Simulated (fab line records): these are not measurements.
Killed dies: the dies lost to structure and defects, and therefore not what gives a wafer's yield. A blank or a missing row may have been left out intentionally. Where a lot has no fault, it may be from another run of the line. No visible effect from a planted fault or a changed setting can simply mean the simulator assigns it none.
A lot that was struck, set against a sound lot ; flow nand_harc ; 15 steps out of a route of 1302
Sound: the wafers L261.1, L261.4, L261.6. Struck: wafer L277.1. (L277.3, L277.5 of the same lot were not struck and are left out.) The cause comes at the end.
At each step with rows: each side's tool, then ch and its chambers, then its first start. Under that, the readings that differ: sound wafers ; struck wafers ; difference of the means ; sigmas: that difference in standard deviations of wafers without a fault.
alike: a reading whose means differ by less than 2 such deviations, as well as words and numbers matching on both sides. not compared: withheld readings; readings where some wafer has no value; bounds like >300 that might hide an equal value; numbers whose values overlap and for which the record gives no deviation.
A row with sigmas, a row that says differs or no value, or rows on one side alone: a step with any of these is where the two part. Numbers that have no deviation but don't overlap get no sigmas and don't part them. A reading missing from all wafers of one side parts the sides only when that side holds two or more wafers.

first, 8 steps without rows for these wafers: NHARC_A_M1_HMDS_02 (time 30 s); NHARC_A_M1_COAT_34 (time 65 s); NHARC_A_M1_COAT_03 (resist thk 90 nm); NHARC_A_M1_SOFTBAKE_04 (time 55 s); NHARC_A_M1_EBR_05; NHARC_A_M1_EXPOSE_06 (exposes mask A M1, target cd 120 nm); NHARC_A_M1_PEB_07 (peb time 65 s); NHARC_A_M1_DEVELOP_08 (develop time 35 s).
NHARC_A_M1_CD_MEAS_09: the cd target is 120 nm.
  sound on cd_sem-03 ch 0, day 23 09:17; struck on cd_sem-02 ch 0, day 30 13:01
  alike: cd_nm
NHARC_A_M1_OVL_MEAS_10: pitch 240 nm.
  sound: overlay-01 at day 23 09:23; struck: overlay-01 at day 30 13:05
  alike: overlay_x_nm, overlay_y_nm
NHARC_A_M1_INSPECT_11:
  sound: defect_inspect-02 at day 23 09:25; struck: defect_inspect-01 at day 30 13:08
  alike: raw_defect_count
NHARC_A_M1_DESCUM_14: chemistry O2, time 3 s.
  sound on rie_diel-05 ch 0,2,3, day 23 09:29; struck on rie_diel-06 ch 3, day 30 13:12
reading;sound;struck;difference;sigmas
oes_product_au (a.u.);0.997 1.001 0.994;0.975;-0.022;-2
showerhead_plenum_p_Torr (Torr);1.86 1.86 1.96;2.01;+0.12;+2
  alike: drypump_motor_current_A, rf_vpp_V, throttle_valve_pct
  not compared: rf_hours_counter_h
NHARC_A_M1_ETCH_35: etches the open film in N2/H2, target depth 40 nm, overetch 12 nm, time 43.94 s.
  sound on rie_diel-05 ch 0,1, day 23 09:34; struck on rie_diel-06 ch 0, day 30 13:17
reading;sound;struck;difference;sigmas
drypump_motor_current_A (A);6.25 5.96 6.25;5.17;-0.98;-3
run_length_s (s);65.0 64.8 65.5;52.7;-12.4;-33
  alike: oes_product_au, rf_vpp_V, showerhead_plenum_p_Torr, throttle_valve_pct
  not compared: rf_hours_counter_h
NHARC_A_M1_ETCH_15: etches the open film in C4F8/Ar, target depth 182.5 nm, time 91.2 s.
  sound on rie_diel-05 ch 2,3; struck on rie_diel-06 ch 0
reading;sound;struck;difference;sigmas
oes_product_au (a.u.);0.914 0.914 0.915;0.973;+0.059;+3
  alike: rf_vpp_V, run_length_s
  not compared: rf_hours_counter_h
NHARC_END_SORT_01:
  sound on prober-02 ch 0, day 24 20:26; struck on prober-02 ch 0, day 31 22:03
  alike: defect_limited_yield, killed_at_array, killed_at_other, killed_at_periphery, killed_dies, killed_open, killed_short, sort_bin_2_pct, sort_bin_3_pct, sort_bin_4_pct, sort_n_pass, sort_rim_yield_pct, sort_yield_pct

== WHERE THEY PART ==
Earliest at NHARC_A_M1_DESCUM_14; latest, in this record, at NHARC_A_M1_ETCH_15. Later steps at which nothing parts them and some readings are alike: NHARC_END_SORT_01.

WHY: what had been put in by the simulator
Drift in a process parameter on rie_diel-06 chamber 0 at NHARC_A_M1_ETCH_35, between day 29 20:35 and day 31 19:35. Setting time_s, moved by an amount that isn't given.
